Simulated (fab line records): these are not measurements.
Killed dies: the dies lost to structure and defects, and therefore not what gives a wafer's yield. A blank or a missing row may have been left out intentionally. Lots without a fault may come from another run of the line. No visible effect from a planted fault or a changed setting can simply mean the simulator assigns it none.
Comparing a struck lot with a sound one	flow n5_finfet	22 steps out of a route of 1938
Sound: wafers L862.1, L862.3, L862.5. Struck: wafers L876.3, L876.5, L876.6. Last of all comes the cause.
At each step with rows: each side's tool, then ch and its chambers, then its first start. Under that, the readings that differ: sound wafers	struck wafers	difference of the means	sigmas: that difference in standard deviations of wafers without a fault.
alike: a reading whose means differ by less than 2 such deviations, as well as words and numbers matching on both sides. not compared: withheld readings; readings where some wafer has no value; bounds like >300 that might hide an equal value; numbers whose values overlap and for which the record gives no deviation.
Wherever a step has rows on one side only, a row that says differs or no value, or a row with sigmas, the two part there. Numbers that have no deviation but don't overlap get no sigmas and don't part them. A reading missing from all wafers of one side parts the sides only when that side holds two or more wafers.

first, 6 steps without rows for these wafers: N5_WELL_APT_EBR_21; N5_WELL_APT_SOFTBAKE_20 (time 60 s); N5_WELL_APT_EXPOSE_22 (exposes mask PWELL, defocus 0 nm, target cd 200 nm); N5_WELL_APT_PEB_23 (peb time 90 s); N5_WELL_APT_DEVELOP_24 (develop time 45 s); N5_WELL_APT_HARDBAKE_29 (time 120 s).
N5_WELL_APT_CD_MEAS_25: the cd target is 200 nm.
  sound on cd_sem-02 ch 0, day 2 08:58; struck on cd_sem-01 ch 0, day 5 21:04
  alike: cd_nm
N5_WELL_APT_OVL_MEAS_26:
  sound on overlay-01 ch 0, day 2 09:00; struck on overlay-02 ch 0, day 5 21:05
  alike: PWELL_OVL
N5_WELL_APT_INSPECT_27: inspects for defects (macro).
  struck on defect_inspect-02, day 5 21:07; sound on defect_inspect-02, day 2 09:01
  alike: raw_defect_count
N5_WELL_APT_DESCUM_30: chemistry O2, time 7.9 s.
  sound on rie_diel-03 ch 0,2,3, day 2 09:06; struck on rie_diel-01 ch 1,2,3, day 5 21:09
  alike: drypump_motor_current_A, o2_flow_sccm, oes_product_au, rf_vpp_V, showerhead_plenum_p_Torr, throttle_valve_pct
  not compared: rf_hours_counter_h
then, 2 steps without rows for these wafers: N5_WELL_APT_IMPLANT_31; N5_WELL_APT_IMPLANT_32.
N5_WELL_APT_STRIP_33: strips in SPM, time 900 s.
  sound on wet_bench-01 ch 2,3,4, day 2 09:35; struck on wet_bench-03 ch 3,4,6, day 5 21:38
  no value came back on the struck wafers for bath_guard_temp_C (C), bath_heat_duty_pct (%); on the sound wafers bath_guard_temp_C (C) reads 130.4 130.0 130.4
reading	sound	struck	difference	sigmas
model.coat_of_WELL_APT_COAT_19.thk_nm (nm)	0 0 0	934.3 934.4 934.5	+934.4	
N5_WELL_APT_RTA_34: time 10 s.
  sound on rtp_anneal-02 ch 0, day 2 09:54; struck on rtp_anneal-02 ch 0, day 5 21:57
  alike: lamp_power_pct, lamp_zone_5_pct, wafer_temp_C_max
then, 4 steps without rows for these wafers: N5_WELL_APT_OXIDE_STRIP_42 (strips SiO2 in dHF, time 45 s, target depth 12 nm); N5_WELL_APT_PRECLEAN_36 (cleans in O3/DIW, time 45 s); N5_WELL_APT_PRECLEAN_39 (cleans in dHF, time 60 s); N5_WELL_APT_SRD_37 (time 30 s).
N5_WELL_APT_EPI_41: deposits Si from SiH4/H2, target thk 50 nm, time 297.7 s.
  sound on epi_rpcvd-01 ch 0, day 2 10:08; struck on epi_rpcvd-01 ch 0, day 5 22:25
  alike: throttle_valve_pct
N5_WELL_APT_INSPECT_38: inspects for defects (darkfield).
  struck on defect_inspect-02, day 5 22:59; sound on defect_inspect-02, day 2 11:14
reading	sound	struck	difference	sigmas
raw_defect_count	7 5 9	4869 4828 4862	+4846	+99 or more
N5_BEOL_M4_RC_MEAS_101:
  the record has rows for the sound wafers here (prober-01 ch 0, day 10 01:20) and none for the struck ones
-- here the record skips 13 days between the struck wafers' starts before and after, leaving off in module BEOL_M4 and picking up in module PASSIVATION (first step shown: number 1936 of the route) --
N5_PASSIVATION_PROBE_49:
  record: rows for the struck wafers here (prober-02, day 18 17:27), none for the sound ones

WHERE THEY PART
Earliest at N5_WELL_APT_STRIP_33; latest, in this record, at N5_PASSIVATION_PROBE_49.

WHY: what had been put in by the simulator
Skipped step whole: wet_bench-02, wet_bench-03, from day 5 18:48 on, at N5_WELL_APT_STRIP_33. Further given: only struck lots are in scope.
